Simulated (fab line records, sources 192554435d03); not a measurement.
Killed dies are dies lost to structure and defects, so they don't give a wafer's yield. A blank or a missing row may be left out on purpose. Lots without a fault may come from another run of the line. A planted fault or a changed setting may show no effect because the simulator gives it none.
Split-lot experiment | flow n5_finfet | 7 lots, 21 wafers read, on a route of 1938 steps

THE SPLIT
At N5_SD_EPI_P_COAT_34 (time 60 s, resist thk 350 nm), the setting spin_rpm was moved away from the recipe's 1500 rpm on 8 of the 21 wafers read, by -8.4% to +6.3%. The other wafers ran this setting at the recipe's value.

The reading is taken at the split's own step.

THE READING
SOC_of_SD_EPI_P_COAT_34.thk_nm (the simulator's own value, which no gauge read), in nm, at N5_SD_EPI_P_COAT_34 (time 60 s, resist thk 350 nm). The file gives no usual value for it. The 13 wafers here that ran the recipe average 350.7 nm, standard deviation 0.78 nm.

wafer  | tool, chamber at the split | spin_rpm as run, rpm | against the recipe | SOC_of_SD_EPI_P_COAT_34.thk_nm, nm | against lot-mates on the recipe
L077.1 | litho_track-04, 0          | 1595                 | +6.3%              | 341.8                              | -10.4
L077.2 | litho_track-04, 0          | 1500                 | recipe             | 352.2                              | -
L077.6 | litho_track-04, 0          | 1595                 | +6.3%              | 341.2                              | -11.0
L079.2 | litho_track-04, 0          | 1374                 | -8.4%              | 365.2                              | no lot-mate on the recipe
L079.6 | litho_track-04, 0          | 1374                 | -8.4%              | 365.2                              | no lot-mate on the recipe
L079.4 | litho_track-04, 0          | 1374                 | -8.4%              | 366.6                              | no lot-mate on the recipe
L080.3 | litho_track-04, 0          | 1500                 | recipe             | 350.8                              | -
L080.4 | litho_track-04, 0          | 1500                 | recipe             | 352.4                              | -
L080.6 | litho_track-04, 0          | 1500                 | recipe             | 351                                | -
L081.1 | litho_track-05, 0          | 1500                 | recipe             | 350.4                              | -
L081.2 | litho_track-05, 0          | 1500                 | recipe             | 350.2                              | -
L081.3 | litho_track-05, 0          | 1500                 | recipe             | 350.2                              | -
L083.1 | litho_track-05, 0          | 1412                 | -5.9%              | 362                                | +10.6
L083.3 | litho_track-05, 0          | 1412                 | -5.9%              | 362                                | +10.6
L083.6 | litho_track-05, 0          | 1500                 | recipe             | 351.4                              | -
L085.2 | litho_track-02, 0          | 1500                 | recipe             | 350.6                              | -
L085.4 | litho_track-02, 0          | 1374                 | -8.4%              | 366.2                              | +15.8
L085.6 | litho_track-02, 0          | 1500                 | recipe             | 350.2                              | -
L096.4 | litho_track-04, 0          | 1500                 | recipe             | 349.8                              | -
L096.5 | litho_track-04, 0          | 1500                 | recipe             | 350.2                              | -
L096.6 | litho_track-04, 0          | 1500                 | recipe             | 350.2                              | -

THE FIT
A straight line over all 21 wafers: SOC_of_SD_EPI_P_COAT_34.thk_nm changes by -1.72 nm for each +1% of spin_rpm; r = -0.99; the points scatter about the line by 0.92 nm.
The same after taking each lot's own level away (the mean of its wafers on the recipe; 18 wafers): -1.78 nm for each +1%; r = -1.00; scatter 0.44 nm.
On that fit, the largest move of spin_rpm shifts the reading by 15 nm.
The lots' own levels span 350.07 to 352.20 nm, that is 2.7 times the standard deviation above.
So the lot-to-lot level changes the slope little: the two slopes agree.
Check: with one of the wafers moved furthest among these (-8.4%) left out of the fit, the line predicts +14.7 nm for it against its lot-mates. It came out at +15.8 nm against them.

OTHER SPLITS ON THESE WAFERS
These wafers also went through other splits before the reading. Each is held against what the fit with the lots' levels taken away leaves over:
other split on the same wafers | wafers away from the commonest value | r with SOC_of_SD_EPI_P_COAT_34.thk_nm (lot level and that fit taken away)
N5_FIN_CUT_COAT_19 spin_rpm    | 10                                   | +0.07
N5_DUMMY_GATE_CVD_03 temp_c    | 18                                   | -0.03
N5_DUMMY_GATE_PECVD_30 time_s  | 7                                    | -0.13
N5_SD_EPI_N_EPI_21 temp_c      | 7                                    | -0.15

THE FILE'S OWN FIT
SOC_of_SD_EPI_P_COAT_34.thk_nm changes by -1.81 nm for each +1% of spin_rpm, r = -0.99.
